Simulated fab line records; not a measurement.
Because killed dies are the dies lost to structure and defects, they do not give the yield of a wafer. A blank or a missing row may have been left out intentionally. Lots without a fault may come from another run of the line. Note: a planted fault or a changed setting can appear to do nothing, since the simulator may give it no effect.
Which tool did it? || flow n5Finfet || 23 lots, 69 wafers sampled, at 3 steps of a route of 1938

WHAT EACH GAUGE READ, for each wafer
N5_BEOL_M1_INSPECT_13: inspects for defects (brightfield).
{"lot": "L074", "measured": "day 6 04:12", "on": "defectInspect-01", "rawDefectCount": "358 452 436"}
{"lot": "L075", "measured": "day 6 06:54", "on": "defectInspect-01", "rawDefectCount": "408 406 451"}
{"lot": "L076", "measured": "day 6 07:34", "on": "defectInspect-01", "rawDefectCount": "410 331 355"}
{"lot": "L077", "measured": "day 6 21:43", "on": "defectInspect-01", "rawDefectCount": "444 524 447"}
{"lot": "L078", "measured": "day 6 23:31", "on": "defectInspect-02", "rawDefectCount": "437 520 517"}
{"lot": "L079", "measured": "day 7 03:09", "on": "defectInspect-02", "rawDefectCount": "652 365 429"}
{"lot": "L080", "measured": "day 7 08:54", "on": "defectInspect-01", "rawDefectCount": "326 324 299"}
{"lot": "L081", "measured": "day 7 18:55", "on": "defectInspect-01", "rawDefectCount": "536 565 436"}
{"lot": "L082", "measured": "day 8 00:35", "on": "defectInspect-01", "rawDefectCount": "476 454 370"}
{"lot": "L083", "measured": "day 8 12:02", "on": "defectInspect-01", "rawDefectCount": "376 406 392"}
{"lot": "L084", "measured": "day 8 16:13", "on": "defectInspect-02", "rawDefectCount": "311 268 298"}
{"lot": "L085", "measured": "day 8 23:35", "on": "defectInspect-01", "rawDefectCount": "296 298 288"}
{"lot": "L086", "measured": "day 9 07:01", "on": "defectInspect-02", "rawDefectCount": "326 421 399"}
{"lot": "L087", "measured": "day 9 11:05", "on": "defectInspect-01", "rawDefectCount": "414 561 371"}
{"lot": "L089", "measured": "day 9 23:41", "on": "defectInspect-01", "rawDefectCount": "425 405 396"}
{"lot": "L088", "measured": "day 9 23:56", "on": "defectInspect-01", "rawDefectCount": "255 308 249"}
{"lot": "L090", "measured": "day 9 23:59", "on": "defectInspect-02", "rawDefectCount": "412 291 336"}
{"lot": "L091", "measured": "day 10 03:05", "on": "defectInspect-02", "rawDefectCount": "256 293 345"}
{"lot": "L092", "measured": "day 10 16:30", "on": "defectInspect-01", "rawDefectCount": "332 443 301"}
{"lot": "L094", "measured": "day 10 22:17", "on": "defectInspect-02", "rawDefectCount": "349 326 470"}
{"lot": "L095", "measured": "day 11 08:29", "on": "defectInspect-02", "rawDefectCount": "377 382 226"}
{"lot": "L096", "measured": "day 11 10:29", "on": "defectInspect-02", "rawDefectCount": "337 357 362"}
{"lot": "L097", "measured": "day 11 20:43", "on": "defectInspect-02", "rawDefectCount": "630 637 618"}

EACH LOT AND THE TOOL THAT RAN IT (in order: tool; ch and the chambers of the sampled wafers; start)
{"lot": "L074", "N5_BEOL_M0_DEGAS_112": "pvdSputter-02, day 5 22:31", "N5_BEOL_M1_PECVD_72": "pecvd-01 ch 0,2, day 6 03:05"}
{"lot": "L075", "N5_BEOL_M0_DEGAS_112": "pvdSputter-02, day 6 01:30", "N5_BEOL_M1_PECVD_72": "pecvd-01 ch 0,1,2, day 6 04:35"}
{"lot": "L076", "N5_BEOL_M0_DEGAS_112": "pvdSputter-02, day 6 03:37", "N5_BEOL_M1_PECVD_72": "pecvd-01 ch 0,2, day 6 05:47"}
{"lot": "L077", "N5_BEOL_M0_DEGAS_112": "pvdSputter-03, day 6 17:47", "N5_BEOL_M1_PECVD_72": "pecvd-02 ch 0,1, day 6 19:52"}
{"lot": "L078", "N5_BEOL_M0_DEGAS_112": "pvdSputter-01, day 6 18:20", "N5_BEOL_M1_PECVD_72": "pecvd-02 ch 0,1,2, day 6 22:23"}
{"lot": "L079", "N5_BEOL_M0_DEGAS_112": "pvdSputter-02, day 6 23:21", "N5_BEOL_M1_PECVD_72": "pecvd-01 ch 0,1,2, day 7 01:49"}
{"lot": "L080", "N5_BEOL_M0_DEGAS_112": "pvdSputter-01, day 7 05:23", "N5_BEOL_M1_PECVD_72": "pecvd-02 ch 0,1,2, day 7 08:11"}
{"lot": "L081", "N5_BEOL_M0_DEGAS_112": "pvdSputter-03, day 7 15:11", "N5_BEOL_M1_PECVD_72": "pecvd-02 ch 0,1,2, day 7 17:21"}
{"lot": "L082", "N5_BEOL_M0_DEGAS_112": "pvdSputter-03, day 7 19:37", "N5_BEOL_M1_PECVD_72": "pecvd-01 ch 0,2, day 7 22:41"}
{"lot": "L083", "N5_BEOL_M0_DEGAS_112": "pvdSputter-02, day 8 07:47", "N5_BEOL_M1_PECVD_72": "pecvd-03 ch 0,1, day 8 10:30"}
{"lot": "L084", "N5_BEOL_M0_DEGAS_112": "pvdSputter-02, day 8 11:04", "N5_BEOL_M1_PECVD_72": "pecvd-01 ch 0,1, day 8 13:24"}
{"lot": "L085", "N5_BEOL_M0_DEGAS_112": "pvdSputter-01, day 8 19:20", "N5_BEOL_M1_PECVD_72": "pecvd-01 ch 1,2, day 8 21:35"}
{"lot": "L086", "N5_BEOL_M0_DEGAS_112": "pvdSputter-03, day 9 00:44", "N5_BEOL_M1_PECVD_72": "pecvd-03 ch 0,1, day 9 03:08"}
{"lot": "L087", "N5_BEOL_M0_DEGAS_112": "pvdSputter-01, day 9 07:47", "N5_BEOL_M1_PECVD_72": "pecvd-01 ch 0,1,2, day 9 10:22"}
{"lot": "L089", "N5_BEOL_M0_DEGAS_112": "pvdSputter-01, day 9 19:04", "N5_BEOL_M1_PECVD_72": "pecvd-02 ch 0,1, day 9 21:34"}
{"lot": "L088", "N5_BEOL_M0_DEGAS_112": "pvdSputter-01, day 9 19:33", "N5_BEOL_M1_PECVD_72": "pecvd-02 ch 0,1, day 9 22:26"}
{"lot": "L090", "N5_BEOL_M0_DEGAS_112": "pvdSputter-02, day 9 19:50", "N5_BEOL_M1_PECVD_72": "pecvd-02 ch 0,1,2, day 9 22:41"}
{"lot": "L091", "N5_BEOL_M0_DEGAS_112": "pvdSputter-03, day 10 00:08", "N5_BEOL_M1_PECVD_72": "pecvd-03 ch 0,2, day 10 02:26"}
{"lot": "L092", "N5_BEOL_M0_DEGAS_112": "pvdSputter-01, day 10 08:09", "N5_BEOL_M1_PECVD_72": "pecvd-01 ch 0,2, day 10 12:11"}
{"lot": "L094", "N5_BEOL_M0_DEGAS_112": "pvdSputter-03, day 10 18:01", "N5_BEOL_M1_PECVD_72": "pecvd-03 ch 1,2, day 10 20:23"}
{"lot": "L095", "N5_BEOL_M0_DEGAS_112": "pvdSputter-02, day 11 05:28", "N5_BEOL_M1_PECVD_72": "pecvd-02 ch 0,1,2, day 11 07:49"}
{"lot": "L096", "N5_BEOL_M0_DEGAS_112": "pvdSputter-01, day 11 07:28", "N5_BEOL_M1_PECVD_72": "pecvd-02 ch 0,2, day 11 09:49"}
{"lot": "L097", "N5_BEOL_M0_DEGAS_112": "pvdSputter-03, day 11 15:00", "N5_BEOL_M1_PECVD_72": "pecvd-01 ch 1,2, day 11 19:03"}
- N5_BEOL_M0_DEGAS_112: time 60 s.
- N5_BEOL_M1_PECVD_72: deposits SiO2 from TEOS/O2, target thk 16 nm, time 18 s.

AS READ BY THE TOOLS THEMSELVES (means over the sampled wafers that have a number; for cases with no such wafer, the mark the record gives instead)
N5_BEOL_M0_DEGAS_112.
{"lot": "L074", "tool": "pvdSputter-02", "heaterPowerW (W)": 357}
{"lot": "L075", "tool": "pvdSputter-02", "heaterPowerW (W)": 333}
{"lot": "L076", "tool": "pvdSputter-02", "heaterPowerW (W)": 334}
{"lot": "L077", "tool": "pvdSputter-03", "heaterPowerW (W)": 315}
{"lot": "L078", "tool": "pvdSputter-01", "heaterPowerW (W)": 307}
{"lot": "L079", "tool": "pvdSputter-02", "heaterPowerW (W)": 346}
{"lot": "L080", "tool": "pvdSputter-01", "heaterPowerW (W)": 317}
{"lot": "L081", "tool": "pvdSputter-03", "heaterPowerW (W)": 301}
{"lot": "L082", "tool": "pvdSputter-03", "heaterPowerW (W)": 316}
{"lot": "L083", "tool": "pvdSputter-02", "heaterPowerW (W)": 333}
{"lot": "L084", "tool": "pvdSputter-02", "heaterPowerW (W)": 351}
{"lot": "L085", "tool": "pvdSputter-01", "heaterPowerW (W)": 325}
{"lot": "L086", "tool": "pvdSputter-03", "heaterPowerW (W)": 311}
{"lot": "L087", "tool": "pvdSputter-01", "heaterPowerW (W)": 318}
{"lot": "L089", "tool": "pvdSputter-01", "heaterPowerW (W)": 338}
{"lot": "L088", "tool": "pvdSputter-01", "heaterPowerW (W)": 339}
{"lot": "L090", "tool": "pvdSputter-02", "heaterPowerW (W)": 353}
{"lot": "L091", "tool": "pvdSputter-03", "heaterPowerW (W)": 304}
{"lot": "L092", "tool": "pvdSputter-01", "heaterPowerW (W)": 319}
{"lot": "L094", "tool": "pvdSputter-03", "heaterPowerW (W)": 319}
{"lot": "L095", "tool": "pvdSputter-02", "heaterPowerW (W)": 353}
{"lot": "L096", "tool": "pvdSputter-01", "heaterPowerW (W)": 342}
{"lot": "L097", "tool": "pvdSputter-03", "heaterPowerW (W)": 317}

N5_BEOL_M1_PECVD_72.
{"lot": "L074", "tool": "pecvd-01", "chamberPressureTorr (Torr)": 5.507, "heaterPowerW (W)": 720, "showerheadPlenumPTorr (Torr)": 8.73, "showerheadVppV (V)": 1334, "throttleValvePct (%)": 21.2}
{"lot": "L075", "tool": "pecvd-01", "chamberPressureTorr (Torr)": 5.496, "heaterPowerW (W)": 640, "showerheadPlenumPTorr (Torr)": 8.78, "showerheadVppV (V)": 1356, "throttleValvePct (%)": 21.7}
{"lot": "L076", "tool": "pecvd-01", "chamberPressureTorr (Torr)": 5.496, "heaterPowerW (W)": 736, "showerheadPlenumPTorr (Torr)": 8.73, "showerheadVppV (V)": 1332, "throttleValvePct (%)": 21.1}
{"lot": "L077", "tool": "pecvd-02", "chamberPressureTorr (Torr)": 5.503, "heaterPowerW (W)": 641, "showerheadPlenumPTorr (Torr)": 8.72, "showerheadVppV (V)": 1319, "throttleValvePct (%)": 22.1}
{"lot": "L078", "tool": "pecvd-02", "chamberPressureTorr (Torr)": 5.506, "heaterPowerW (W)": 654, "showerheadPlenumPTorr (Torr)": 8.74, "showerheadVppV (V)": 1334, "throttleValvePct (%)": 21.7}
{"lot": "L079", "tool": "pecvd-01", "chamberPressureTorr (Torr)": 5.486, "heaterPowerW (W)": 702, "showerheadPlenumPTorr (Torr)": 8.75, "showerheadVppV (V)": 1356, "throttleValvePct (%)": 21.5}
{"lot": "L080", "tool": "pecvd-02", "chamberPressureTorr (Torr)": 5.495, "heaterPowerW (W)": 700, "showerheadPlenumPTorr (Torr)": 8.74, "showerheadVppV (V)": 1343, "throttleValvePct (%)": 21.4}
{"lot": "L081", "tool": "pecvd-02", "chamberPressureTorr (Torr)": 5.501, "heaterPowerW (W)": 689, "showerheadPlenumPTorr (Torr)": 8.74, "showerheadVppV (V)": 1337, "throttleValvePct (%)": 21.7}
{"lot": "L082", "tool": "pecvd-01", "chamberPressureTorr (Torr)": 5.490, "heaterPowerW (W)": 634, "showerheadPlenumPTorr (Torr)": 8.75, "showerheadVppV (V)": 1343, "throttleValvePct (%)": 21.6}
{"lot": "L083", "tool": "pecvd-03", "chamberPressureTorr (Torr)": 5.506, "heaterPowerW (W)": 622, "showerheadPlenumPTorr (Torr)": 8.81, "showerheadVppV (V)": 1344, "throttleValvePct (%)": 21.1}
{"lot": "L084", "tool": "pecvd-01", "chamberPressureTorr (Torr)": 5.500, "heaterPowerW (W)": 654, "showerheadPlenumPTorr (Torr)": 8.78, "showerheadVppV (V)": 1377, "throttleValvePct (%)": 21.9}
{"lot": "L085", "tool": "pecvd-01", "chamberPressureTorr (Torr)": 5.502, "heaterPowerW (W)": 719, "showerheadPlenumPTorr (Torr)": 8.77, "showerheadVppV (V)": 1372, "throttleValvePct (%)": 21.4}
{"lot": "L086", "tool": "pecvd-03", "chamberPressureTorr (Torr)": 5.498, "heaterPowerW (W)": 628, "showerheadPlenumPTorr (Torr)": 8.77, "showerheadVppV (V)": 1319, "throttleValvePct (%)": 21.0}
{"lot": "L087", "tool": "pecvd-01", "chamberPressureTorr (Torr)": 5.480, "heaterPowerW (W)": 703, "showerheadPlenumPTorr (Torr)": 8.76, "showerheadVppV (V)": 1352, "throttleValvePct (%)": 21.8}
{"lot": "L089", "tool": "pecvd-02", "chamberPressureTorr (Torr)": 5.516, "heaterPowerW (W)": 686, "showerheadPlenumPTorr (Torr)": 8.73, "showerheadVppV (V)": 1313, "throttleValvePct (%)": 21.8}
{"lot": "L088", "tool": "pecvd-02", "chamberPressureTorr (Torr)": 5.507, "heaterPowerW (W)": 642, "showerheadPlenumPTorr (Torr)": 8.72, "showerheadVppV (V)": 1296, "throttleValvePct (%)": 22.1}
{"lot": "L090", "tool": "pecvd-02", "chamberPressureTorr (Torr)": 5.496, "heaterPowerW (W)": 702, "showerheadPlenumPTorr (Torr)": 8.75, "showerheadVppV (V)": 1333, "throttleValvePct (%)": 21.6}
{"lot": "L091", "tool": "pecvd-03", "chamberPressureTorr (Torr)": 5.498, "heaterPowerW (W)": 704, "showerheadPlenumPTorr (Torr)": 8.84, "showerheadVppV (V)": 1313, "throttleValvePct (%)": 21.8}
{"lot": "L092", "tool": "pecvd-01", "chamberPressureTorr (Torr)": 5.500, "heaterPowerW (W)": 727, "showerheadPlenumPTorr (Torr)": 8.75, "showerheadVppV (V)": 1338, "throttleValvePct (%)": 21.2}
{"lot": "L094", "tool": "pecvd-03", "chamberPressureTorr (Torr)": 5.503, "heaterPowerW (W)": 655, "showerheadPlenumPTorr (Torr)": 8.72, "showerheadVppV (V)": 1294, "throttleValvePct (%)": 21.5}
{"lot": "L095", "tool": "pecvd-02", "chamberPressureTorr (Torr)": 5.494, "heaterPowerW (W)": 675, "showerheadPlenumPTorr (Torr)": 8.75, "showerheadVppV (V)": 1352, "throttleValvePct (%)": 21.8}
{"lot": "L096", "tool": "pecvd-02", "chamberPressureTorr (Torr)": 5.505, "heaterPowerW (W)": 646, "showerheadPlenumPTorr (Torr)": 8.77, "showerheadVppV (V)": 1362, "throttleValvePct (%)": 21.5}
{"lot": "L097", "tool": "pecvd-01", "chamberPressureTorr (Torr)": 5.509, "heaterPowerW (W)": 649, "showerheadPlenumPTorr (Torr)": 8.74, "showerheadVppV (V)": 1340, "throttleValvePct (%)": 21.1}

THE ANSWER, worked out from the rows above alone
Rule: the usual values come from the lots themselves. Put in order of their means at a reading, lots are off if they are a third of the lots or fewer, leave a main group of 4 or more, and stand apart from it by a gap of 3 or more times the standard deviation of the main group's means; of several such gaps the widest counts. If all means in a main group match to the digits the tables above print for the reading, that group is not used. Also off: a lot with no number at a reading for which 4 or more lots have one. The other lots that the step has rows for count as sound. After the gauges, taken in route order, come the tools' own readings; for these a lot's mean is taken, as printed above. The first step at which some lot is off is used, and at that step the reading that is off furthest; a lot without a number counts as furthest.
No lot is off on any of the readings shown, so nothing can be concluded from this.

WHAT WAS PUT IN BY THE SIMULATOR
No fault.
